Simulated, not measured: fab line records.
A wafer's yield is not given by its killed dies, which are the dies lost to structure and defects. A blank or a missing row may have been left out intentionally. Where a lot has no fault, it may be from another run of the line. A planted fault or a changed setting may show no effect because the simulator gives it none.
Split-lot trial + flow n5_finfet + 21 wafers read from 7 lots, route of 1938 steps

THE SPLIT ITSELF
At N5_BEOL_M8_COAT_59 (time 60 s, resist thk 100 nm), the setting spin_rpm was moved away from the recipe's 1500 rpm on 4 of the 21 wafers read, by -7.2% to +6.7%. All remaining wafers had this setting at the recipe value.

FROM THE SPLIT TO THE READING: what the file shows between them, 11 steps
- N5_BEOL_M8_COAT_05: resist thk 90 nm (also split here: spin_rpm)
- N5_BEOL_M8_EBR_07
- N5_BEOL_M8_SOFTBAKE_06: time 60 s
- N5_BEOL_M8_EXPOSE_08: exposes mask M8
- N5_BEOL_M8_PEB_09: peb time 60 s
- N5_BEOL_M8_DEVELOP_10: develop time 30 s
- N5_BEOL_M8_DESCUM_16: chemistry O2, time 7.9 s (also split here: time_s)
- N5_BEOL_M8_ETCH_61: etches SiARC in CF4, target depth 45.5 nm, time 75.8 s
- N5_BEOL_M8_ETCH_62: etches SOC in N2/H2, target depth 110 nm, overetch 22 nm, time 165 s
- N5_BEOL_M8_STRIP_68: strips in N2/H2
- N5_BEOL_M8_STRIP_67: strips in CF4

THE READING
SOC_of_BEOL_M8_COAT_59.thk_nm (the simulator's own value, which no gauge read), in nm, at N5_BEOL_M8_HM_OPEN_17 (chemistry Cl2/BCl3, target TiN, target depth 20 nm, overetch 6 nm). There is no usual value for it anywhere in the file. Across the 17 wafers here that went through the recipe, the average is 92.2 nm and the standard deviation 0.28 nm.

| wafer  | tool, chamber at the split | spin_rpm as run, rpm | against the recipe | SOC_of_BEOL_M8_COAT_59.thk_nm, nm | against lot-mates on the recipe |
|--------|----------------------------|----------------------|--------------------|-----------------------------------|---------------------------------|
| L081.2 | litho_track-01, 0          | 1500                 | recipe             | 91.8                              | -                               |
| L081.4 | litho_track-01, 0          | 1500                 | recipe             | 92.4                              | -                               |
| L081.5 | litho_track-01, 0          | 1500                 | recipe             | 92                                | -                               |
| L083.2 | litho_track-03, 0          | 1500                 | recipe             | 92.4                              | -                               |
| L083.6 | litho_track-03, 0          | 1500                 | recipe             | 92.4                              | -                               |
| L083.3 | litho_track-03, 0          | 1394                 | -7.1%              | 96                                | +3.6                            |
| L082.2 | litho_track-05, 0          | 1500                 | recipe             | 92                                | -                               |
| L082.3 | litho_track-05, 0          | 1500                 | recipe             | 92                                | -                               |
| L082.5 | litho_track-05, 0          | 1500                 | recipe             | 92                                | -                               |
| L086.1 | litho_track-01, 0          | 1500                 | recipe             | 92.2                              | -                               |
| L086.3 | litho_track-01, 0          | 1500                 | recipe             | 92.6                              | -                               |
| L086.5 | litho_track-01, 0          | 1600                 | +6.7%              | 89.4                              | -3.0                            |
| L087.1 | litho_track-03, 0          | 1500                 | recipe             | 91.8                              | -                               |
| L087.5 | litho_track-03, 0          | 1500                 | recipe             | 91.8                              | -                               |
| L087.4 | litho_track-03, 0          | 1500                 | recipe             | 92                                | -                               |
| L092.1 | litho_track-05, 0          | 1500                 | recipe             | 92.6                              | -                               |
| L092.5 | litho_track-05, 0          | 1500                 | recipe             | 92.6                              | -                               |
| L092.2 | litho_track-05, 0          | 1500                 | recipe             | 92                                | -                               |
| L096.1 | litho_track-05, 0          | 1392                 | -7.2%              | 95.8                              | +3.8                            |
| L096.2 | litho_track-05, 0          | 1392                 | -7.2%              | 96                                | +4.0                            |
| L096.3 | litho_track-05, 0          | 1500                 | recipe             | 92                                | -                               |

THE FIT
A straight line over all 21 wafers: SOC_of_BEOL_M8_COAT_59.thk_nm changes by -0.498 nm for each +1% of spin_rpm; r = -0.98; the points scatter about the line by 0.3 nm.
The same after taking each lot's own level away (the mean of its wafers on the recipe; 21 wafers): -0.51 nm for each +1%; r = -0.99; scatter 0.2 nm.
That fit puts the effect of the largest move of spin_rpm on the reading at 3.7 nm.
From 91.87 to 92.40 nm: that is the span of the lots' own levels, equal to 1.9 times the standard deviation above.
Consequently the slope shifts little with the lot-to-lot level, the two slopes agreeing.
Check: with one of the wafers moved furthest among these (-7.2%) left out of the fit, the line predicts +3.68 nm for it against its lot-mates. Against them it came out at +3.8 nm.

OTHER SPLITS APPLIED TO THESE WAFERS
Note: prior to the reading, these wafers also went through further splits. Each is held against what the fit with the lots' levels taken away leaves over:
| other split on the same wafers | wafers away from the commonest value | r with SOC_of_BEOL_M8_COAT_59.thk_nm (lot level and that fit taken away) |
|--------------------------------|--------------------------------------|--------------------------------------------------------------------------|
| N5_BEOL_M5_ALD_86 ald_cycles   | 8                                    | +0.17                                                                    |
| N5_BEOL_M7_PECVD_70 temp_c     | 9                                    | -0.05                                                                    |
| N5_BEOL_M8_PECVD_70 temp_c     | 4                                    | +0.14                                                                    |
| N5_BEOL_M8_COAT_05 spin_rpm    | 4                                    | +0.00                                                                    |
| N5_BEOL_M8_DESCUM_16 time_s    | 8                                    | -0.06                                                                    |

THE WHOLE CHAIN: every reading that the file lists as answering this split, in the file's order
| step                  | what it does                                                         | reading                                                                        | change (the file's fit)               | r (the file's) |
|-----------------------|----------------------------------------------------------------------|--------------------------------------------------------------------------------|---------------------------------------|----------------|
| N5_BEOL_M8_COAT_59    | time 60 s, resist thk 100 nm                                         | SOC_of_BEOL_M8_COAT_59.thk_nm (the simulator's own value, which no gauge read) | -0.489 nm for each +1% of the setting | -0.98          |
| N5_BEOL_M8_ETCH_62    | etches SOC in N2/H2, target depth 110 nm, overetch 22 nm, time 165 s | etch.depth_nm (the simulator's own value, which no gauge read)                 | -0.489 nm for each +1% of the setting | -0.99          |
| N5_BEOL_M8_HM_OPEN_17 | chemistry Cl2/BCl3, target TiN, target depth 20 nm, overetch 6 nm    | SOC_of_BEOL_M8_COAT_59.thk_nm (the simulator's own value, which no gauge read) | -0.503 nm for each +1% of the setting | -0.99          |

FILE'S OWN FIT
SOC_of_BEOL_M8_COAT_59.thk_nm changes by -0.503 nm for each +1% of spin_rpm, r = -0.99.
